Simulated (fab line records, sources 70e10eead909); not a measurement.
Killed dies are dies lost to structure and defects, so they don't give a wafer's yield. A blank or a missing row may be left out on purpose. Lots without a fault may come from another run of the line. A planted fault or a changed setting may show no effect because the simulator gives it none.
Which tool did it? | flow nand_harc | 20 lots, 60 wafers sampled, at 6 steps of a route of 1302

WHAT THE GAUGES READ, wafer by wafer
The record holds no reading of a measuring or inspecting step that can be judged against a usual standard deviation.

WHICH TOOL RAN EACH LOT (tool, then ch and the chambers of the sampled wafers, then the start)
lot  | NHARC_P_CONTACT_STRIP_28           | NHARC_P_M1_ETCH_35                 | NHARC_A_ZERO_WELL_ETCH_13        | NHARC_A_CHANNEL_HOLE_D1_ETCH_16               | NHARC_A_CHANNEL_HOLE_D1_ETCH_19  | NHARC_A_CHANNEL_HOLE_D1_ETCH_33
L074 | rie_diel-08 ch 0,1, day 6 02:49    | rie_diel-05 ch 2,3, day 6 10:01    | rie_si-05 ch 0,2,3, day 6 22:59  | rie_diel-05 ch 1,2, day 8 15:25 or earlier    | har_etch-02 ch 0,1, day 8 15:25  | har_etch-02 ch 0,1, day 8 19:23
L076 | rie_diel-10 ch 0,1,2, day 6 19:43  | rie_diel-05 ch 0,1,3, day 7 02:55  | rie_si-05 ch 1,3, day 7 15:31    | rie_diel-05 ch 1,2, day 9 15:40 or earlier    | har_etch-02 ch 0,1, day 9 15:40  | har_etch-02 ch 0,1, day 9 19:40
L078 | rie_diel-08 ch 0,1,3, day 7 11:34  | rie_diel-05 ch 0,1,2, day 7 19:28  | rie_si-06 ch 0,1,3, day 8 08:20  | rie_diel-09 ch 0,1,3, day 9 23:16 or earlier  | har_etch-01 ch 0,1, day 9 23:16  | har_etch-01 ch 0,1, day 10 03:15
L079 | rie_diel-03 ch 1,3, day 7 22:31    | rie_diel-05 ch 0,1, day 8 06:07    | rie_si-02 ch 0,3, day 8 18:47    | rie_diel-09 ch 2,3, day 10 16:20 or earlier   | har_etch-01 ch 0,1, day 10 16:20 | har_etch-01 ch 0,1, day 10 20:18
L075 | rie_diel-03 ch 0,1,3, day 8 09:55  | rie_diel-01 ch 0,1,3, day 8 17:10  | rie_si-06 ch 0,2,3, day 9 06:04  | rie_diel-05 ch 0,2,3, day 11 03:36 or earlier | har_etch-01 ch 0,1, day 11 03:36 | har_etch-01 ch 0,1, day 11 07:35
L080 | rie_diel-03 ch 0,1,2, day 8 12:49  | rie_diel-01 ch 0,1,2, day 8 20:11  | rie_si-02 ch 1,2, day 9 09:40    | rie_diel-05 ch 1,2, day 11 07:47 or earlier   | har_etch-01 ch 0,1, day 11 07:47 | har_etch-01 ch 0,1, day 11 11:47
L081 | rie_diel-10 ch 1,2, day 8 20:27    | rie_diel-01 ch 0,1, day 9 03:41    | rie_si-06 ch 0,2,3, day 9 16:25  | rie_diel-05 ch 1,2, day 11 12:11 or earlier   | har_etch-01 ch 1, day 11 12:11   | har_etch-01 ch 1, day 11 16:10
L082 | rie_diel-10 ch 1,2,3, day 9 03:37  | rie_diel-05 ch 1,2,3, day 9 10:59  | rie_si-02 ch 0,2,3, day 9 23:50  | rie_diel-06 ch 0,2,3, day 11 18:19 or earlier | har_etch-02 ch 0,1, day 11 18:19 | har_etch-02 ch 0,1, day 11 22:17
L083 | rie_diel-10 ch 0,2,3, day 9 23:47  | rie_diel-01 ch 2,3, day 10 07:11   | rie_si-06 ch 0,2, day 10 21:41   | rie_diel-05 ch 0,2,3, day 12 12:26 or earlier | har_etch-02 ch 0,1, day 12 12:26 | har_etch-02 ch 0,1, day 12 16:26
L084 | rie_diel-10 ch 0,2,3, day 10 01:41 | rie_diel-01 ch 0,2,3, day 10 09:16 | rie_si-05 ch 1,2, day 10 22:44   | rie_diel-05 ch 0,1,3, day 12 12:00 or earlier | har_etch-01 ch 0,1, day 12 12:00 | har_etch-01 ch 0,1, day 12 15:58
L086 | rie_diel-10 ch 0,1,2, day 11 01:43 | rie_diel-01 ch 0,2, day 11 09:05   | rie_si-06 ch 0,1, day 11 22:02   | rie_diel-06 ch 2,3, day 13 13:47 or earlier   | har_etch-02 ch 0,1, day 13 13:47 | har_etch-02 ch 0,1, day 13 17:47
L087 | rie_diel-03 ch 0,2, day 11 20:36   | rie_diel-05 ch 0,1, day 12 03:55   | rie_si-06 ch 0,1,3, day 12 17:15 | rie_diel-05 ch 0,1,3, day 14 10:52 or earlier | har_etch-01 ch 0,1, day 14 10:52 | har_etch-01 ch 0,1, day 14 14:50
L090 | rie_diel-08 ch 0,1, day 12 09:55   | rie_diel-01 ch 1,2,3, day 12 17:47 | rie_si-05 ch 0,3, day 13 06:40   | rie_diel-06 ch 1,2,3, day 15 01:28 or earlier | har_etch-01 ch 1, day 15 01:28   | har_etch-01 ch 1, day 15 05:28
L091 | rie_diel-08 ch 0,3, day 12 19:45   | rie_diel-05 ch 1,2, day 13 03:00   | rie_si-02 ch 0,1, day 13 16:48   | rie_diel-05 ch 1,2, day 15 14:34 or earlier   | har_etch-01 ch 0,1, day 15 14:34 | har_etch-01 ch 0,1, day 15 18:33
L092 | rie_diel-08 ch 0,1,2, day 13 04:29 | rie_diel-09 ch 0,1,3, day 13 12:26 | rie_si-02 ch 1,3, day 14 01:11   | rie_diel-05 ch 0,3, day 15 18:05 or earlier   | har_etch-02 ch 0,1, day 15 18:05 | har_etch-02 ch 0,1, day 15 22:05
L093 | rie_diel-03 ch 1,2,3, day 13 17:01 | rie_diel-01 ch 0,1,3, day 14 00:25 | rie_si-05 ch 0,3, day 14 13:02   | rie_diel-09 ch 0,1,3, day 16 06:55 or earlier | har_etch-01 ch 0,1, day 16 06:55 | har_etch-01 ch 0,1, day 16 10:56
L094 | rie_diel-03 ch 0,1, day 14 06:48   | rie_diel-05 ch 0,3, day 14 14:26   | rie_si-05 ch 0,2,3, day 15 03:33 | rie_diel-09 ch 2,3, day 17 05:45 or earlier   | har_etch-01 ch 0,1, day 17 05:45 | har_etch-01 ch 0,1, day 17 09:44
L095 | rie_diel-10 ch 0,3, day 14 17:31   | rie_diel-01 ch 0,1,2, day 15 00:46 | rie_si-02 ch 0,1, day 15 14:11   | rie_diel-05 ch 0,1, day 17 13:42 or earlier   | har_etch-01 ch 0,1, day 17 13:42 | har_etch-01 ch 0,1, day 17 17:41
L096 | rie_diel-08 ch 0,1,3, day 15 00:15 | rie_diel-01 ch 1,3, day 15 07:26   | rie_si-05 ch 0,2,3, day 15 20:32 | rie_diel-05 ch 0,2,3, day 17 13:53 or earlier | har_etch-02 ch 0, day 17 13:53   | har_etch-02 ch 0, day 17 17:52
L097 | rie_diel-03 ch 1,2, day 15 09:48   | rie_diel-01 ch 0,1, day 15 17:08   | rie_si-02 ch 1,2,3, day 16 05:56 | rie_diel-06 ch 0,1, day 17 20:37 or earlier   | har_etch-01 ch 0,1, day 17 20:37 | har_etch-01 ch 0,1, day 18 00:36
- NHARC_P_CONTACT_STRIP_28: strips in O2.
- NHARC_P_M1_ETCH_35: etches the open film in N2/H2, target depth 40 nm, overetch 12 nm, time 43.94 s.
- NHARC_A_ZERO_WELL_ETCH_13: etches the open film in HBr/Cl2, target depth 120 nm, time 40.1 s.
- NHARC_A_CHANNEL_HOLE_D1_ETCH_16: etches the open film in O2/COS, target depth 3100 nm, time 806 s.
- NHARC_A_CHANNEL_HOLE_D1_ETCH_19: etches the open film in C4F8/O2/Ar, time 34.5 s.
- NHARC_A_CHANNEL_HOLE_D1_ETCH_33: etches the open film in C4F8/O2/Ar, time 90 s, target depth 400 nm.

WHAT THE TOOLS THEMSELVES READ (means of the sampled wafers that have a number; where no wafer has one, the mark that the record gives instead)
NHARC_P_CONTACT_STRIP_28.
lot  | tool        | drypump_motor_current_A (A) | oes_product_au (a.u.) | rf_vpp_V (V) | showerhead_plenum_p_Torr (Torr) | throttle_valve_pct (%)
L074 | rie_diel-08 | 6.4                         | 1.001                 | 58.2         | 3.60                            | 17.037
L076 | rie_diel-10 | 5.9                         | 1.000                 | 58.1         | 3.68                            | 17.035
L078 | rie_diel-08 | 5.9                         | 1.002                 | 57.3         | 3.58                            | 17.032
L079 | rie_diel-03 | 5.9                         | 1.003                 | 58.2         | 3.70                            | 17.039
L075 | rie_diel-03 | 5.6                         | 0.996                 | 57.5         | 3.72                            | 17.037
L080 | rie_diel-03 | 5.4                         | 1.002                 | 58.4         | 3.61                            | 17.042
L081 | rie_diel-10 | 5.8                         | 1.003                 | 57.4         | 3.70                            | 17.038
L082 | rie_diel-10 | 5.9                         | 0.993                 | 58.2         | 3.67                            | 17.046
L083 | rie_diel-10 | 5.9                         | 0.994                 | 58.0         | 3.72                            | 17.038
L084 | rie_diel-10 | 5.9                         | 0.993                 | 58.3         | 3.72                            | 17.044
L086 | rie_diel-10 | 5.9                         | 0.987                 | 58.0         | 3.68                            | 17.033
L087 | rie_diel-03 | 5.1                         | 1.006                 | 57.9         | 3.62                            | 17.040
L090 | rie_diel-08 | 6.4                         | 1.005                 | 57.3         | 3.60                            | 17.035
L091 | rie_diel-08 | 5.7                         | 0.988                 | 58.1         | 3.59                            | 17.038
L092 | rie_diel-08 | 6.2                         | 1.002                 | 58.8         | 3.65                            | 17.040
L093 | rie_diel-03 | 5.8                         | 1.001                 | 57.7         | 3.58                            | 17.027
L094 | rie_diel-03 | 5.6                         | 1.008                 | 58.6         | 3.73                            | 17.036
L095 | rie_diel-10 | 6.0                         | 0.988                 | 58.4         | 3.68                            | 17.042
L096 | rie_diel-08 | 5.8                         | 1.004                 | 58.7         | 3.57                            | 17.047
L097 | rie_diel-03 | 5.6                         | 0.995                 | 57.4         | 3.47                            | 17.036

NHARC_P_M1_ETCH_35.
lot  | tool        | drypump_motor_current_A (A) | oes_product_au (a.u.) | rf_vpp_V (V) | showerhead_plenum_p_Torr (Torr) | throttle_valve_pct (%)
L074 | rie_diel-05 | 6.1                         | 1.007                 | 432.2        | 2.08                            | 14.173
L076 | rie_diel-05 | 5.6                         | 1.002                 | 432.6        | 2.12                            | 14.171
L078 | rie_diel-05 | 5.8                         | 1.000                 | 431.7        | 2.06                            | 14.160
L079 | rie_diel-05 | 5.5                         | 0.996                 | 432.5        | 2.12                            | 14.165
L075 | rie_diel-01 | 5.5                         | 1.017                 | 432.4        | 2.11                            | 14.168
L080 | rie_diel-01 | 5.3                         | 1.013                 | 432.5        | 2.13                            | 14.168
L081 | rie_diel-01 | 5.2                         | 1.019                 | 433.6        | 2.15                            | 14.175
L082 | rie_diel-05 | 6.0                         | 1.004                 | 432.1        | 2.08                            | 14.173
L083 | rie_diel-01 | 5.8                         | 1.001                 | 431.7        | 2.09                            | 14.167
L084 | rie_diel-01 | 5.6                         | 0.998                 | 431.6        | 2.09                            | 14.174
L086 | rie_diel-01 | 5.3                         | 1.008                 | 430.9        | 2.08                            | 14.167
L087 | rie_diel-05 | 5.4                         | 1.002                 | 431.5        | 2.10                            | 14.172
L090 | rie_diel-01 | 5.6                         | 1.006                 | 433.3        | 2.14                            | 14.163
L091 | rie_diel-05 | 6.1                         | 1.002                 | 430.6        | 2.03                            | 14.176
L092 | rie_diel-09 | 6.1                         | 0.997                 | 434.8        | 2.19                            | 14.173
L093 | rie_diel-01 | 5.4                         | 1.005                 | 432.6        | 2.10                            | 14.169
L094 | rie_diel-05 | 5.5                         | 0.995                 | 431.5        | 2.09                            | 14.172
L095 | rie_diel-01 | 5.4                         | 1.003                 | 433.6        | 2.13                            | 14.169
L096 | rie_diel-01 | 5.8                         | 1.011                 | 432.1        | 2.11                            | 14.167
L097 | rie_diel-01 | 5.2                         | 1.009                 | 432.1        | 2.09                            | 14.167

NHARC_A_ZERO_WELL_ETCH_13.
lot  | tool      | drypump_motor_current_A (A) | oes_product_au (a.u.) | throttle_valve_pct (%)
L074 | rie_si-05 | 5.3                         | 0.986                 | 26.402
L076 | rie_si-05 | 5.3                         | 0.991                 | 26.410
L078 | rie_si-06 | 5.1                         | 1.003                 | 26.407
L079 | rie_si-02 | 5.2                         | 1.010                 | 26.410
L075 | rie_si-06 | 5.2                         | 1.009                 | 26.402
L080 | rie_si-02 | 5.7                         | 1.010                 | 26.403
L081 | rie_si-06 | 5.2                         | 1.009                 | 26.416
L082 | rie_si-02 | 5.6                         | 1.010                 | 26.405
L083 | rie_si-06 | 5.4                         | 1.010                 | 26.404
L084 | rie_si-05 | 5.4                         | 0.999                 | 26.411
L086 | rie_si-06 | 5.1                         | 0.995                 | 26.411
L087 | rie_si-06 | 5.1                         | 0.999                 | 26.403
L090 | rie_si-05 | 5.2                         | 0.985                 | 26.406
L091 | rie_si-02 | 5.2                         | 1.005                 | 26.399
L092 | rie_si-02 | 5.9                         | 1.009                 | 26.407
L093 | rie_si-05 | 5.2                         | 0.994                 | 26.402
L094 | rie_si-05 | 5.3                         | 0.988                 | 26.412
L095 | rie_si-02 | 5.1                         | 1.003                 | 26.407
L096 | rie_si-05 | 5.2                         | 0.989                 | 26.404
L097 | rie_si-02 | 5.8                         | 0.999                 | 26.406

NHARC_A_CHANNEL_HOLE_D1_ETCH_16.
lot  | tool        | drypump_motor_current_A (A) | oes_product_au (a.u.) | rf_vpp_V (V) | showerhead_plenum_p_Torr (Torr) | throttle_valve_pct (%)
L074 | rie_diel-05 | 5.9                         | 0.999                 | 316.3        | 3.20                            | 28.325
L076 | rie_diel-05 | 6.1                         | 1.000                 | 313.7        | 3.11                            | 28.328
L078 | rie_diel-09 | 6.2                         | 0.989                 | 317.5        | 3.35                            | 28.333
L079 | rie_diel-09 | 6.0                         | 0.995                 | 315.4        | 3.22                            | 28.333
L075 | rie_diel-05 | 5.8                         | 0.998                 | 314.7        | 3.14                            | 28.316
L080 | rie_diel-05 | 6.1                         | 1.002                 | 314.2        | 3.11                            | 28.319
L081 | rie_diel-05 | 6.1                         | 1.006                 | 313.3        | 3.11                            | 28.333
L082 | rie_diel-06 | 5.2                         | 0.998                 | 312.2        | 3.02                            | 28.328
L083 | rie_diel-05 | 5.9                         | 1.002                 | 314.7        | 3.14                            | 28.336
L084 | rie_diel-05 | 5.7                         | 0.997                 | 316.0        | 3.23                            | 28.336
L086 | rie_diel-06 | 5.1                         | 0.997                 | 312.8        | 3.04                            | 28.330
L087 | rie_diel-05 | 5.6                         | 0.990                 | 314.8        | 3.23                            | 28.336
L090 | rie_diel-06 | 5.2                         | 0.993                 | 314.4        | 3.12                            | 28.332
L091 | rie_diel-05 | 5.9                         | 0.990                 | 315.4        | 3.19                            | 28.337
L092 | rie_diel-05 | 5.5                         | 0.993                 | 315.0        | 3.19                            | 28.335
L093 | rie_diel-09 | 6.1                         | 1.005                 | 316.6        | 3.33                            | 28.332
L094 | rie_diel-09 | 6.1                         | 0.999                 | 315.3        | 3.20                            | 28.333
L095 | rie_diel-05 | 5.5                         | 0.996                 | 315.4        | 3.23                            | 28.336
L096 | rie_diel-05 | 5.9                         | 1.004                 | 314.5        | 3.14                            | 28.324
L097 | rie_diel-06 | 5.3                         | 0.996                 | 314.8        | 3.21                            | 28.333

NHARC_A_CHANNEL_HOLE_D1_ETCH_19.
lot  | tool        | c4f8_flow_sccm (sccm) | drypump_motor_current_A (A) | showerhead_plenum_p_Torr (Torr) | temp_c (C) | throttle_valve_pct (%)
L074 | har_etch-02 | 28.85                 | 6.0                         | 3.74                            | -20.07     | 37.036
L076 | har_etch-02 | 28.86                 | 5.5                         | 3.74                            | -20.04     | 37.033
L078 | har_etch-01 | 28.77                 | 5.9                         | 3.69                            | -19.97     | 37.029
L079 | har_etch-01 | 28.80                 | 6.1                         | 3.65                            | -19.96     | 37.032
L075 | har_etch-01 | 28.80                 | 6.1                         | 3.65                            | -20.01     | 37.038
L080 | har_etch-01 | 28.81                 | 6.1                         | 3.65                            | -20.08     | 37.035
L081 | har_etch-01 | 28.76                 | 5.8                         | 3.72                            | -19.96     | 37.043
L082 | har_etch-02 | 28.73                 | 5.5                         | 3.72                            | -20.03     | 37.037
L083 | har_etch-02 | 28.80                 | 5.5                         | 3.71                            | -20.12     | 37.045
L084 | har_etch-01 | 28.83                 | 5.9                         | 3.67                            | -19.96     | 37.037
L086 | har_etch-02 | 28.74                 | 6.0                         | 3.70                            | -20.00     | 37.033
L087 | har_etch-01 | 28.68                 | 5.9                         | 3.66                            | -19.99     | 37.041
L090 | har_etch-01 | 28.79                 | 5.8                         | 3.69                            | -19.97     | 37.037
L091 | har_etch-01 | 28.83                 | 6.1                         | 3.61                            | -20.10     | 37.040
L092 | har_etch-02 | 28.74                 | 5.5                         | 3.68                            | -20.03     | 37.044
L093 | har_etch-01 | 28.74                 | 6.1                         | 3.61                            | -19.96     | 37.032
L094 | har_etch-01 | 28.91                 | 5.9                         | 3.63                            | -20.09     | 37.034
L095 | har_etch-01 | 28.75                 | 6.1                         | 3.59                            | -19.90     | 37.034
L096 | har_etch-02 | 28.87                 | 6.4                         | 3.67                            | -20.02     | 37.037
L097 | har_etch-01 | 28.80                 | 6.1                         | 3.59                            | -19.99     | 37.027

NHARC_A_CHANNEL_HOLE_D1_ETCH_33.
lot  | tool        | c4f8_flow_sccm (sccm) | drypump_motor_current_A (A) | showerhead_plenum_p_Torr (Torr) | temp_c (C) | throttle_valve_pct (%)
L074 | har_etch-02 | 41.59                 | 6.0                         | 3.73                            | -20.01     | 27.609
L076 | har_etch-02 | 41.76                 | 5.6                         | 3.73                            | -20.04     | 27.617
L078 | har_etch-01 | 41.70                 | 5.9                         | 3.68                            | -19.94     | 27.619
L079 | har_etch-01 | 41.80                 | 6.1                         | 3.65                            | -19.88     | 27.622
L075 | har_etch-01 | 41.79                 | 6.1                         | 3.64                            | -19.83     | 27.614
L080 | har_etch-01 | 41.62                 | 6.1                         | 3.64                            | -20.11     | 27.622
L081 | har_etch-01 | 41.75                 | 5.8                         | 3.71                            | -20.07     | 27.620
L082 | har_etch-02 | 41.68                 | 5.6                         | 3.71                            | -20.08     | 27.621
L083 | har_etch-02 | 41.84                 | 5.5                         | 3.70                            | -20.03     | 27.620
L084 | har_etch-01 | 41.73                 | 5.9                         | 3.67                            | -19.94     | 27.623
L086 | har_etch-02 | 41.73                 | 6.0                         | 3.69                            | -19.91     | 27.612
L087 | har_etch-01 | 41.71                 | 6.0                         | 3.65                            | -20.01     | 27.628
L090 | har_etch-01 | 41.70                 | 5.8                         | 3.69                            | -20.01     | 27.622
L091 | har_etch-01 | 41.81                 | 6.1                         | 3.61                            | -20.06     | 27.616
L092 | har_etch-02 | 41.54                 | 5.6                         | 3.68                            | -20.12     | 27.610
L093 | har_etch-01 | 41.84                 | 6.1                         | 3.60                            | -20.01     | 27.621
L094 | har_etch-01 | 41.64                 | 5.9                         | 3.63                            | -20.10     | 27.618
L095 | har_etch-01 | 41.80                 | 6.1                         | 3.59                            | -20.02     | 27.619
L096 | har_etch-02 | 41.75                 | 6.4                         | 3.67                            | -19.89     | 27.622
L097 | har_etch-01 | 41.70                 | 6.1                         | 3.59                            | -20.18     | 27.618

THE ANSWER, worked out from the rows above alone
Rule: what is usual is taken from the lots themselves. Put in order of their means at a reading, lots are off if they are a third of the lots or fewer, leave a main group of 4 or more, and stand apart from it by a gap of 3 or more times the standard deviation of the main group's means; of several such gaps the widest counts. A main group whose means are all the same, to the digits that the tables above print for the reading, isn't used. A lot without any number at a reading at which 4 lots or more have one is off too. The other lots that the step has rows for count as sound. The gauges are gone through in route order, then the tools' own readings, and for those a lot's mean is taken as printed above. The first step at which some lot is off is used, and at that step the reading that is off furthest; a lot without a number counts as furthest.
No lot is off at any reading shown: from this, nothing can be told.

WHAT THE SIMULATOR HAD PUT IN
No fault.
